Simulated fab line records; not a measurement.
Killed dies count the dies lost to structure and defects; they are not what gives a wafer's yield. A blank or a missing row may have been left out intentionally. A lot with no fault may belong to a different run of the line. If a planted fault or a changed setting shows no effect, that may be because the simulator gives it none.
fab line records | flow nandHarc
record: lots: 7 wafers: 21 lastDay: 34
route steps=1302 shown A_SGD_CUT@898 END@1302
lots with no fault: from the same line, run without faults
startH: hours from the record's opening day to when the first of the lot's shown wafers began | waitH: hours since the lot's step before | " as in the row above | L1.1+2: several wafers, shown together as one row | - no value, or no start given | * or withheld: withheld | < > ~ a bound
route shown NAME@n: NAME is a module with steps in the file, n the number in the route of the first one | usual: average and standard deviation across the fault-free wafers | same: alike in all rows | chamber/n: place in a boat | sites: the reading at each site | _std_site: their standard deviation | _edge_site: outer sites' mean less inner sites' | radiusMm: for every site, how far away it sits from the centre of the wafer | mask NAME#n: copy n | behind: the last tool/chamber to shape the wafer | hold: the reason the lot was held/the length of the hold in hours/how it ended | device: names the non-switching transistor (n, p or np) | end of line: tests of these same wafers at the route's end | a step given without rows: its recipe and nothing more | killed: the dies lost at the first sort to structure and to defects; this is not the yield of the wafer | map: per-die view of a wafer (x killed, . not killed, _ where there is no die)
set.NAME: the setting as run; set.NAME@STEP: as run at that earlier step | model.NAME: the simulator's own value behind a step, which no gauge read
lots at some steps of the route; a table a step, a row a wafer
services: when a tool's chamber went out of use (startH, in hours from the record's first day, below 0 if earlier), for how many hours, and the reason
== steps ==
step: NHARC_A_SGD_CUT_EXPOSE_06
recipe: na: 1.35 doseMj: 85.59 maskId: SGD
step: NHARC_A_SGD_CUT_PEB_07
recipe: pebTempC: 100 pebTimeS: 65
step: NHARC_A_SGD_CUT_DEVELOP_08
recipe: developTimeS: 35 devTempC: 23
step: NHARC_A_SGD_CUT_CD_MEAS_09
recipe: targetCdNm: 100 landingEnergyEv: 500
usual: cdNm: 99.8/0.64
columns lot.wafer tool chamber startH waitH cdNm
L734.1 cdSem-02 0 459.43 - 100.0
L734.3 " 0 " " 99.7
L734.5 " 0 " " 100.7
L736.1 cdSem-03 0 510.36 - 100.6
L736.3 " 0 " " 100.6
L736.5 " 0 " " 101.2
L739.1 cdSem-02 0 518.27 - 100.6
L739.3 " 0 " " 100.0
L739.4 " 0 " " 98.9
L738.2 cdSem-01 0 519.17 - 98.8
L738.3 " 0 " " 99.7
L738.4 " 0 " " 98.9
L750.1 cdSem-02 0 628.62 - 99.5
L750.5 " 0 " " 100.1
L750.6 " 0 " " 100.6
L752.3 cdSem-03 0 660.94 - 99.6
L752.4 " 0 " " 99.6
L752.6 " 0 " " 100.3
L751.3 cdSem-02 0 668.52 - 98.4
L751.4 " 0 " " 98.8
L751.6 " 0 " " 98.0
step: NHARC_A_SGD_CUT_OVL_MEAS_10
usual: overlayXNm: 0.1/0.88 overlayYNm: 0.4/0.81
columns lot.wafer tool chamber startH waitH overlayXNm overlayYNm
L734.1 overlay-01 - 459.52 - -0.2 0.7
L734.3 " - " " -0.2 -0.5
L734.5 " - " " -0.4 0.7
L736.1 overlay-02 - 510.45 - 1.4 -0.2
L736.3 " - " " 1.5 0.3
L736.5 " - " " 1.6 0.1
L739.1 overlay-02 - 518.36 - -0.1 0.6
L739.3 " - " " 0.0 1.3
L739.4 " - " " 0.5 0.9
L738.2 overlay-01 - 519.26 - 0.3 1.1
L738.3 " - " " 0.0 1.5
L738.4 " - " " 0.1 1.0
L750.1 overlay-02 - 628.70 - 0.4 -0.5
L750.5 " - " " 0.0 -0.2
L750.6 " - " " -0.1 -0.6
L752.3 overlay-02 - 661.03 - -1.3 0.3
L752.4 " - " " -1.2 0.3
L752.6 " - " " -1.0 -0.4
L751.3 overlay-02 - 668.60 - 0.6 1.9
L751.4 " - " " 0.1 1.5
L751.6 " - " " 0.3 1.8
step: NHARC_A_SGD_CUT_INSPECT_11
usual: rawDefectCount: 62/31
columns lot.wafer tool chamber startH waitH rawDefectCount
L734.1 defectInspect-02 - 459.56 0.0 63
L734.3 " - " " 77
L734.5 " - " " 78
L736.1 defectInspect-02 - 510.49 0.0 23
L736.3 " - " " 21
L736.5 " - " " 27
L739.1 defectInspect-02 - 518.39 0.0 37
L739.3 " - " " 35
L739.4 " - " " 31
L738.2 defectInspect-02 - 519.29 0.0 93
L738.3 " - " " 84
L738.4 " - " " 68
L750.1 defectInspect-01 - 628.74 0.0 90
L750.5 " - " " 109
L750.6 " - " " 105
L752.3 defectInspect-02 - 661.06 0.0 12
L752.4 " - " " 10
L752.6 " - " " 17
L751.3 defectInspect-01 - 668.64 0.0 69
L751.4 " - " " 79
L751.6 " - " " 65
step: NHARC_A_SGD_CUT_DESCUM_14
recipe: timeS: 3 o2FlowSccm: 200 arFlowSccm: 0 biasPowerW: 0 chemistry: O2
usual: drypumpMotorCurrentA: 5.8/0.43 oesProductAu: 0.999/0.0088 rfVppV: 58.0/0.97 showerheadPlenumPTorr: 1.96/0.071 throttleValvePct: 11.311/0.0087
columns lot.wafer tool chamber startH waitH drypumpMotorCurrentA oesProductAu rfHoursCounterH rfVppV showerheadPlenumPTorr throttleValvePct
L734.3 rieDiel-07 2 459.62 0.1 5.0 0.987 10 59.0 2.05 11.317
L734.1 " 3 " " 6.2 0.987 10 58.4 2.01 11.308
L734.5 " 1 " " 5.7 1.008 - 57.4 1.99 11.313
L736.1 rieDiel-10 1 510.56 0.1 5.9 0.997 7 57.5 1.78 11.302
L736.3 " 3 " " 5.4 1.015 7 57.3 2.01 11.314
L736.5 " 0 " " 6.5 0.993 - 58.0 1.87 11.307
L739.1 rieDiel-10 0 518.45 0.1 6.5 0.998 8 57.7 1.87 11.324
L739.3 " 3 " " 5.4 1.016 7 57.4 2.01 11.314
L739.4 " 3 " " 5.4 1.011 - 57.3 2.01 11.309
L738.3 rieDiel-07 2 519.35 0.1 5.0 1.001 2 58.4 2.05 11.302
L738.4 " 3 " " 6.2 0.990 3 58.7 2.01 11.311
L738.2 " 0 " " 6.0 0.991 2 57.3 1.95 11.304
L750.1 rieDiel-06 0 628.83 0.1 6.3 1.002 4 57.7 1.97 11.302
L750.5 " 1 " " 6.2 1.005 - 59.6 1.98 11.301
L750.6 " 2 " " 5.2 1.017 - 56.9 1.98 11.323
L752.4 rieDiel-10 0 661.13 0.1 6.5 1.000 3 58.8 1.86 11.332
L752.3 " 2 " " 5.6 1.011 5 59.5 1.98 11.332
L752.6 " 0 " " 6.5 1.001 - 58.3 1.86 11.304
L751.3 rieDiel-07 0 668.70 0.1 6.0 0.984 1 59.7 1.95 11.316
L751.4 " 2 " " 5.0 1.001 0 59.1 2.05 11.307
L751.6 " 0 " " 6.0 0.986 - 57.2 1.95 11.298
step: NHARC_A_SGD_CUT_ETCH_58
recipe: targetDepthA: 390 overEtchFrac: 0.3 timeS: 65 ionEnergyEv: 80 cf4FlowSccm: 150 arFlowSccm: 0 rfW: 300 biasW: 100 chemistry: CF4
usual: drypumpMotorCurrentA: 5.8/0.44 oesProductAu: 0.999/0.0097 rfVppV: 151.8/0.95 showerheadPlenumPTorr: 1.81/0.06 throttleValvePct: 13.284/0.0093
columns lot.wafer tool chamber startH waitH drypumpMotorCurrentA oesProductAu rfHoursCounterH rfVppV showerheadPlenumPTorr throttleValvePct
L734.3 rieDiel-07 2 459.73 0.1 5.0 1.001 10 151.3 1.89 13.296
L734.1 " 0 " " 6.0 0.998 10 152.2 1.80 13.295
L734.5 " 3 " " 6.2 0.998 - 151.8 1.85 13.277
L736.1 rieDiel-10 1 510.65 0.1 5.9 0.999 7 150.3 1.65 13.282
L736.3 " 2 " " 5.6 0.981 6 151.7 1.83 13.279
L736.5 " 3 " " 5.4 1.014 - 152.0 1.85 13.294
L739.3 rieDiel-10 2 518.56 0.1 5.6 0.989 7 152.1 1.83 13.281
L739.1 " 3 " " 5.4 1.001 7 152.7 1.85 13.283
L739.4 " 0 " " 6.5 0.992 - 150.1 1.73 13.293
L738.4 rieDiel-07 3 519.44 0.1 6.2 0.993 3 150.7 1.85 13.294
L738.2 " 1 " " 5.7 0.995 2 151.5 1.83 13.283
L738.3 " 2 " " 5.0 1.004 2 152.8 1.88 13.295
L750.1 rieDiel-06 3 628.91 0.1 5.8 0.992 5 149.7 1.81 13.265
L750.5 " 0 " " 6.3 1.001 - 150.7 1.82 13.288
L750.6 " 1 " " 6.2 1.002 - 153.1 1.82 13.286
L752.4 rieDiel-10 1 661.22 0.1 5.9 0.984 5 149.1 1.65 13.271
L752.3 " 3 " " 5.4 0.988 4 151.4 1.85 13.286
L752.6 " 1 " " 5.9 0.980 - 151.3 1.65 13.282
L751.3 rieDiel-07 0 668.80 0.1 6.0 0.998 1 152.5 1.80 13.296
L751.4 " 1 " " 5.7 1.010 1 152.5 1.83 13.271
L751.6 " 2 " " 5.0 1.005 - 153.2 1.88 13.282
step: NHARC_A_SGD_CUT_ETCH_59
recipe: targetDepthA: 2600 overEtchFrac: 0.25 timeS: 406.25 ionEnergyEv: 200 n2FlowSccm: 150 h2FlowSccm: 150 arFlowSccm: 0 rfW: 400 biasW: 150 chemistry: N2/H2
usual: drypumpMotorCurrentA: 5.8/0.43 oesProductAu: 1.000/0.0093 rfVppV: 432.0/2.3 showerheadPlenumPTorr: 2.09/0.077 throttleValvePct: 14.172/0.0089
columns lot.wafer tool chamber startH waitH drypumpMotorCurrentA oesProductAu rfHoursCounterH rfVppV showerheadPlenumPTorr throttleValvePct
L734.1 rieDiel-07 1 - - 5.7 1.013 9 433.5 2.12 14.170
L734.3 " 3 " " 6.2 0.996 10 433.0 2.14 14.185
L734.5 " 2 " " 5.0 1.005 - 433.9 2.19 14.172
L736.1 rieDiel-10 2 - - 5.7 0.985 6 434.0 2.11 14.158
L736.3 " 3 " " 5.4 1.015 7 435.7 2.14 14.171
L736.5 " 0 " " 6.5 1.006 - 428.4 1.99 14.186
L739.1 rieDiel-10 2 - - 5.6 0.991 7 433.3 2.11 14.167
L739.3 " 3 " " 5.4 1.014 7 434.7 2.14 14.178
L739.4 " 2 " " 5.6 0.984 - 433.3 2.11 14.177
L738.4 rieDiel-07 3 - - 6.2 1.001 3 433.7 2.14 14.186
L738.2 " 0 " " 6.0 1.000 2 431.8 2.08 14.164
L738.3 " 1 " " 5.7 1.016 2 433.2 2.12 14.179
L750.1 rieDiel-06 0 - - 6.3 0.997 4 430.9 2.10 14.194
L750.5 " 1 " " 6.2 1.010 - 433.1 2.11 14.166
L750.6 " 2 " " 5.2 1.012 - 432.3 2.11 14.178
L752.3 rieDiel-10 2 - - 5.7 1.002 5 433.6 2.11 14.169
L752.4 " 3 " " 5.4 0.991 4 431.9 2.14 14.180
L752.6 " 2 " " 5.6 1.003 - 432.4 2.11 14.185
L751.3 rieDiel-07 0 - - 6.0 1.002 1 431.3 2.08 14.170
L751.4 " 1 " " 5.7 1.010 1 433.5 2.11 14.171
L751.6 " 3 " " 6.2 1.013 - 434.9 2.14 14.171
step: NHARC_A_SGD_CUT_ETCH_15
recipe: targetDepthA: 750 timeS: 64.3 ch3fFlowSccm: 50 o2FlowSccm: 30 arFlowSccm: 200 rfW: 500 biasW: 100 chemistry: CH3F/O2
usual: drypumpMotorCurrentA: 5.8/0.43 oesProductAu: 0.963/0.015 rfVppV: 264.7/1.6 showerheadPlenumPTorr: 2.52/0.09 throttleValvePct: 20.662/0.009
columns lot.wafer tool chamber startH waitH drypumpMotorCurrentA oesProductAu rfHoursCounterH rfVppV showerheadPlenumPTorr throttleValvePct
L734.1 rieDiel-07 3 - - 6.2 0.950 10 265.6 2.58 20.659
L734.3 " 1 " " 5.7 0.947 10 265.7 2.55 20.663
L734.5 " 2 " " 5.0 0.931 - 266.8 2.63 20.659
L736.3 rieDiel-10 1 - - 5.9 0.960 7 261.4 2.29 20.648
L736.1 " 0 " " 6.5 0.957 7 261.6 2.40 20.669
L736.5 " 1 " " 5.9 0.962 - 260.9 2.29 20.677
L739.1 rieDiel-10 0 - - 6.5 0.962 8 263.0 2.40 20.672
L739.3 " 3 " " 5.4 0.979 7 267.4 2.58 20.664
L739.4 " 2 " " 5.6 0.951 - 264.8 2.54 20.642
L738.2 rieDiel-07 1 - - 5.7 0.969 2 265.2 2.55 20.653
L738.3 " 2 " " 5.0 0.961 2 265.3 2.63 20.646
L738.4 " 3 " " 6.2 0.956 3 265.9 2.58 20.656
L750.1 rieDiel-06 3 - - 5.8 0.970 5 264.8 2.52 20.675
L750.5 " 2 " " 5.2 0.967 - 265.4 2.54 20.658
L750.6 " 3 " " 5.8 0.973 - 264.6 2.52 20.654
L752.3 rieDiel-10 1 - - 5.9 0.956 5 261.8 2.28 20.666
L752.4 " 2 " " 5.6 0.974 5 265.0 2.54 20.657
L752.6 " 0 " " 6.5 0.966 - 264.5 2.40 20.665
L751.3 rieDiel-07 3 - - 6.2 0.978 1 264.4 2.57 20.670
L751.4 " 0 " " 5.9 0.960 1 263.4 2.50 20.663
L751.6 " 2 " " 5.1 0.995 - 265.5 2.62 20.665
step: NHARC_A_SGD_CUT_ETCH_16
recipe: targetDepthA: 3105 timeS: 155.2 c4f8FlowSccm: withheld o2FlowSccm: 8 arFlowSccm: withheld rfW: 600 biasW: 800 chemistry: C4F8/O2/Ar
usual: oesProductAu: 0.974/0.013 rfVppV: 726/3.6
columns lot.wafer tool chamber startH waitH oesProductAu rfHoursCounterH rfVppV
L734.3 rieDiel-07 1 - - 0.972 10 727
L734.1 " 3 " " 0.971 10 728
L734.5 " 0 " " 0.969 - 727
L736.1 rieDiel-10 0 - - 0.958 7 722
L736.3 " 1 " " 0.962 7 717
L736.5 " 1 " " 0.974 - 717
L739.1 rieDiel-10 0 - - 0.969 8 721
L739.3 " 2 " " 0.962 7 727
L739.4 " 2 " " 0.968 - 727
L738.2 rieDiel-07 2 - - 0.981 2 731
L738.4 " 3 " " 0.959 3 728
L738.3 " 0 " " 0.975 3 727
L750.1 rieDiel-06 0 - - 0.980 4 725
L750.5 " 1 " " 0.963 - 726
L750.6 " 2 " " 0.972 - 728
L752.3 rieDiel-10 0 - - 0.972 3 720
L752.4 " 2 " " 0.982 5 727
L752.6 " 0 " " 0.979 - 720
L751.4 rieDiel-07 0 - - 0.970 1 727
L751.3 " 1 " " 0.986 1 727
L751.6 " 3 " " 0.986 - 729
step: NHARC_A_SGD_CUT_STRIP_60
recipe: c4f8FlowSccm: withheld o2FlowSccm: 8 arFlowSccm: withheld biasW: 0 chemistry: C4F8/O2/Ar
step: NHARC_A_SGD_CUT_STRIP_17
recipe: o2FlowSccm: 500 arFlowSccm: 0 biasW: 0 chemistry: O2
usual: biasW: 0/0 chamberPressureMTorr: 60.00/0.052 drypumpMotorCurrentA: 5.8/0.43 oesProductAu: 0.999/0.01 rfVppV: 58.0/0.94 showerheadPlenumPTorr: 3.62/0.11 throttleValvePct: 17.037/0.0088
columns lot.wafer tool chamber startH waitH biasW chamberPressureMTorr drypumpMotorCurrentA oesProductAu rfHoursCounterH rfVppV showerheadPlenumPTorr throttleValvePct
L734.3 rieDiel-07 3 460.42 - 0 59.92 6.2 1.011 11 58.8 3.69 17.037
L734.1 " 1 " " 0 60.00 5.7 1.014 10 59.7 3.65 17.026
L734.5 " 0 " " 0 60.05 6.0 1.007 - 57.2 3.59 17.049
L736.1 rieDiel-10 2 511.33 - - - - - - - - -
L736.3 " 1 " " - - - - - - - -
L736.5 " 3 " " - - - - - - - -
L739.1 rieDiel-10 2 519.38 - - - - - - - - -
L739.3 " 3 " " - - - - - - - -
L739.4 " 3 " " - - - - - - - -
L738.2 rieDiel-07 2 520.13 - - - - - - - - -
L738.4 " 0 " " - - - - - - - -
L738.3 " 1 " " - - - - - - - -
L750.1 rieDiel-06 1 629.59 - 0 60.02 6.2 0.997 6 58.1 3.64 17.030
L750.5 " 0 " " 0 60.03 6.3 1.006 - 58.4 3.63 17.044
L750.6 " 1 " " 0 60.04 6.3 1.003 - 58.6 3.64 17.042
L752.3 rieDiel-10 2 661.90 - 0 59.91 5.6 0.992 5 57.5 3.64 17.039
L752.4 " 3 " " 0 59.93 5.4 0.979 4 56.5 3.68 17.048
L752.6 " 3 " " 0 59.99 5.4 0.976 - 58.9 3.68 17.039
L751.4 rieDiel-07 1 669.58 - 0 60.10 5.7 1.012 1 58.6 3.65 17.041
L751.3 " 2 " " 0 60.00 5.0 1.011 1 59.6 3.76 17.034
L751.6 " 0 " " 0 60.07 6.0 1.005 - 58.3 3.58 17.015
step: NHARC_A_SGD_CUT_PRECLEAN_18
recipe: timeS: * tempC: 50 bathAgeMin: 0 chemistry: SC1
step: NHARC_END_SORT_01
recipe: tempC: 25
usual: killedAtArray: 52/17 killedAtOther: 0.9/1.2 killedAtPeriphery: 3.9/2.7 killedDies: 57/16 killedOpen: 3.3/1.9 killedShort: 2.5/1.5
same: grossDies: 677
columns lot.wafer tool chamber startH waitH killedAtArray killedAtOther killedAtPeriphery killedDies killedOpen killedShort
L736.1 prober-01 0 637.41 2.5 673 1 3 677 5 4
L736.3 prober-01 0 639.03 3.1 676 0 1 677 1 3
L736.5 prober-01 0 640.65 3.7 672 3 2 677 5 1
L739.1 prober-02 0 647.05 2.5 675 0 2 677 2 2
L739.3 prober-02 0 648.64 3.1 674 0 3 677 2 1
L739.4 prober-02 0 649.44 3.4 675 1 1 677 2 1
L738.2 prober-01 0 647.89 2.8 673 2 2 677 3 1
L738.3 prober-01 0 648.70 3.1 672 2 3 677 3 2
L738.4 prober-01 0 649.51 3.4 672 1 4 677 7 2
killed by level:class
L736.1 A_SGD_CUT:areaStrip=645 A_CHANNEL_HOLE_D2:chamberFilmFlake=8 A_WL_FILL:chamberFilmFlake=3 A_CONTACT:chamberFilmFlake=3 A_DECK1_JOINT:chamberFilmFlake=2 A_STAIRCASE:chamberFilmFlake=2 P_CONTACT:geometricParticle:open=1 P_M1:geometricParticle:open=1
L736.3 A_SGD_CUT:areaStrip=653 A_CHANNEL_HOLE_D2:chamberFilmFlake=10 A_WL_FILL:chamberFilmFlake=3 A_CONTACT:chamberFilmFlake=3 A_ONON_D2:geometricParticle:short=2 A_CHANNEL_HOLE_D1:chamberFilmFlake=2 P_M0:geometricParticle:short=1 A_CHANNEL_FILL_D2:geometricParticle:open=1
L736.5 A_SGD_CUT:areaStrip=647 A_CHANNEL_HOLE_D2:chamberFilmFlake=8 A_CONTACT:chamberFilmFlake=6 A_CHANNEL_HOLE_D1:chamberFilmFlake=2 A_STAIRCASE:chamberFilmFlake=2 A_WL_FILL:chamberFilmFlake=2 THIN_TSV:chamberFilmFlake=2 P_M0:geometricParticle:open=1
L739.1 A_SGD_CUT:areaStrip=629 A_SLIT:chamberFilmFlake=23 A_CHANNEL_HOLE_D2:chamberFilmFlake=10 A_CHANNEL_HOLE_D1:chamberFilmFlake=3 A_CONTACT:chamberFilmFlake=3 A_ONON_D1:geometricParticle:short=2 A_STAIRCASE:chamberFilmFlake=2 A_ONON_D1:geometricParticle:open=1
L738.2 A_SGD_CUT:areaStrip=599 A_CHANNEL_HOLE_D1:chamberFilmFlake=36 A_CHANNEL_HOLE_D2:chamberFilmFlake=16 A_CONTACT:chamberFilmFlake=7 A_CHANNEL_FILL_D2:chamberFilmFlake=4 A_DECK1_JOINT:chamberFilmFlake=3 A_STAIRCASE:chamberFilmFlake=3 P_STI:geometricParticle:open=1
L739.3 A_SGD_CUT:areaStrip=621 A_SLIT:chamberFilmFlake=24 A_CHANNEL_HOLE_D2:chamberFilmFlake=8 A_CONTACT:chamberFilmFlake=6 A_STAIRCASE:chamberFilmFlake=5 A_CHANNEL_HOLE_D1:chamberFilmFlake=3 A_DECK1_JOINT:chamberFilmFlake=2 A_SGD_CUT:geometricParticle:open=1
L738.3 A_SGD_CUT:areaStrip=607 A_CHANNEL_HOLE_D1:chamberFilmFlake=34 A_CONTACT:chamberFilmFlake=10 A_CHANNEL_HOLE_D2:chamberFilmFlake=7 A_CHANNEL_FILL_D2:chamberFilmFlake=4 A_STAIRCASE:chamberFilmFlake=4 A_DECK1_JOINT:chamberFilmFlake=3 P_CONTACT:geometricParticle:open=1
L739.4 A_SGD_CUT:areaStrip=650 A_SLIT:chamberFilmFlake=8 A_STAIRCASE:chamberFilmFlake=5 A_CONTACT:chamberFilmFlake=5 A_CHANNEL_HOLE_D2:chamberFilmFlake=2 A_DECK1_JOINT:geometricParticle:open=1 A_SGD_CUT:geometricParticle:open=1 A_WL_FILL:geometricParticle:short=1
L738.4 A_SGD_CUT:areaStrip=613 A_CHANNEL_HOLE_D1:chamberFilmFlake=31 A_CHANNEL_HOLE_D2:chamberFilmFlake=7 A_STAIRCASE:chamberFilmFlake=5 A_CONTACT:chamberFilmFlake=4 A_CHANNEL_FILL_D2:chamberFilmFlake=3 P_STI:chamberFilmFlake=2 P_STI:geometricParticle:open=1
map L736.1 (x killed, . not)
____________x____________
_________xxxxxxx_________
_______xxxxxxxxxxx_______
______xxxxxxxxxxxxx______
_____xxxxxxxxxxxxxxx_____
____xxxxxxxxxxxxxxxxx____
____xxxxxxxxxxxxxxxxx____
___xxxxxxxxxxxxxxxxxxx___
___xxxxxxxxxxxxxxxxxxx___
__xxxxxxxxxxxxxxxxxxxxx__
__xxxxxxxxxxxxxxxxxxxxx__
_xxxxxxxxxxxxxxxxxxxxxxx_
_xxxxxxxxxxxxxxxxxxxxxxx_
_xxxxxxxxxxxxxxxxxxxxxxx_
_xxxxxxxxxxxxxxxxxxxxxxx_
_xxxxxxxxxxxxxxxxxxxxxxx_
xxxxxxxxxxxxxxxxxxxxxxxxx
xxxxxxxxxxxxxxxxxxxxxxxxx
xxxxxxxxxxxxxxxxxxxxxxxxx
xxxxxxxxxxxxxxxxxxxxxxxxx
xxxxxxxxxxxxxxxxxxxxxxxxx
_xxxxxxxxxxxxxxxxxxxxxxx_
_xxxxxxxxxxxxxxxxxxxxxxx_
_xxxxxxxxxxxxxxxxxxxxxxx_
_xxxxxxxxxxxxxxxxxxxxxxx_
_xxxxxxxxxxxxxxxxxxxxxxx_
__xxxxxxxxxxxxxxxxxxxxx__
__xxxxxxxxxxxxxxxxxxxxx__
___xxxxxxxxxxxxxxxxxxx___
___xxxxxxxxxxxxxxxxxxx___
____xxxxxxxxxxxxxxxxx____
____xxxxxxxxxxxxxxxxx____
_____xxxxxxxxxxxxxxx_____
______xxxxxxxxxxxxx______
_______xxxxxxxxxxx_______
_________xxxxxxx_________
____________x____________
map L738.2 (x killed, . not)
____________x____________
_________xxxxxxx_________
_______xxxxxxxxxxx_______
______xxxxxxxxxxxxx______
_____xxxxxxxxxxxxxxx_____
____xxxxxxxxxxxxxxxxx____
____xxxxxxxxxxxxxxxxx____
___xxxxxxxxxxxxxxxxxxx___
___xxxxxxxxxxxxxxxxxxx___
__xxxxxxxxxxxxxxxxxxxxx__
__xxxxxxxxxxxxxxxxxxxxx__
_xxxxxxxxxxxxxxxxxxxxxxx_
_xxxxxxxxxxxxxxxxxxxxxxx_
_xxxxxxxxxxxxxxxxxxxxxxx_
_xxxxxxxxxxxxxxxxxxxxxxx_
_xxxxxxxxxxxxxxxxxxxxxxx_
xxxxxxxxxxxxxxxxxxxxxxxxx
xxxxxxxxxxxxxxxxxxxxxxxxx
xxxxxxxxxxxxxxxxxxxxxxxxx
xxxxxxxxxxxxxxxxxxxxxxxxx
xxxxxxxxxxxxxxxxxxxxxxxxx
_xxxxxxxxxxxxxxxxxxxxxxx_
_xxxxxxxxxxxxxxxxxxxxxxx_
_xxxxxxxxxxxxxxxxxxxxxxx_
_xxxxxxxxxxxxxxxxxxxxxxx_
_xxxxxxxxxxxxxxxxxxxxxxx_
__xxxxxxxxxxxxxxxxxxxxx__
__xxxxxxxxxxxxxxxxxxxxx__
___xxxxxxxxxxxxxxxxxxx___
___xxxxxxxxxxxxxxxxxxx___
____xxxxxxxxxxxxxxxxx____
____xxxxxxxxxxxxxxxxx____
_____xxxxxxxxxxxxxxx_____
______xxxxxxxxxxxxx______
_______xxxxxxxxxxx_______
_________xxxxxxx_________
____________x____________
== services ==
columns tool chamber startH hours kind
rieDiel-07 0 450.22 - clean
rieDiel-07 1 450.22 - clean
rieDiel-07 2 450.22 - clean
rieDiel-07 3 450.22 - clean
rieDiel-10 0 453.16 - clean
rieDiel-10 1 453.16 - clean
rieDiel-07 0 468.14 5.9 repair
rieDiel-07 - 471.22 9.0 pm
rieDiel-06 - 484.20 9.0 pm
rieDiel-06 0 496.37 5.7 repair
rieDiel-10 1 516.68 8.8 repair
rieDiel-06 0 517.01 16.4 repair
rieDiel-07 0 531.06 11.1 repair
rieDiel-07 2 549.34 30.2 repair
rieDiel-06 0 585.63 6.0 repair
rieDiel-10 - 592.51 0.8 repair
rieDiel-10 - 596.66 9.0 pm
rieDiel-07 3 601.73 5.8 repair
rieDiel-06 3 612.88 6.3 repair
rieDiel-10 0 618.59 9.7 repair
rieDiel-10 3 638.93 8.3 repair
rieDiel-06 3 644.62 5.8 repair
rieDiel-07 - 648.22 9.0 pm
rieDiel-06 - 661.20 9.0 pm
== key ==
firstSign: step: NHARC_A_SGD_CUT_STRIP_17 reading: toolRecord direction: missing
effect: step: NHARC_END_SORT_01 reading: killedDies direction: up sigmas: 38 usual: 57 struck: 677
moreKillsBornAt: NHARC_A_SGD_CUT_STRIP_17@rieDiel-10: 3844 NHARC_A_SGD_CUT_STRIP_17@rieDiel-07: 1819
metAt NHARC_A_SGD_CUT_STRIP_17
struckWafers L736.1,L736.3,L736.5,L738.2,L738.3,L738.4,L739.1,L739.3,L739.4
laterRowsLeftOut L736.1,L736.3,L736.5,L738.2,L738.3,L738.4,L739.1,L739.3,L739.4
testerLeftOut L736,L738,L739
onsetBetween 460.42 511.33
fault: kind: skippedStepWhole tool: rieDiel-07,rieDiel-10 chamber: - onsetH: 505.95 steps: NHARC_A_SGD_CUT_STRIP_17 scope: struckLotsOnly
testerLeftOut: of these lots the tester's yield and bins aren't shown, on N5 and GAA mostly nor the transistor test; their killed dies are dies lost to structure and defects alone, not to doping, threshold or leakage, so they don't give the yield
laterRowsLeftOut: the simulator's readings of these wafers behind a module that went badly wrong aren't trusted and aren't shown, but for the sort
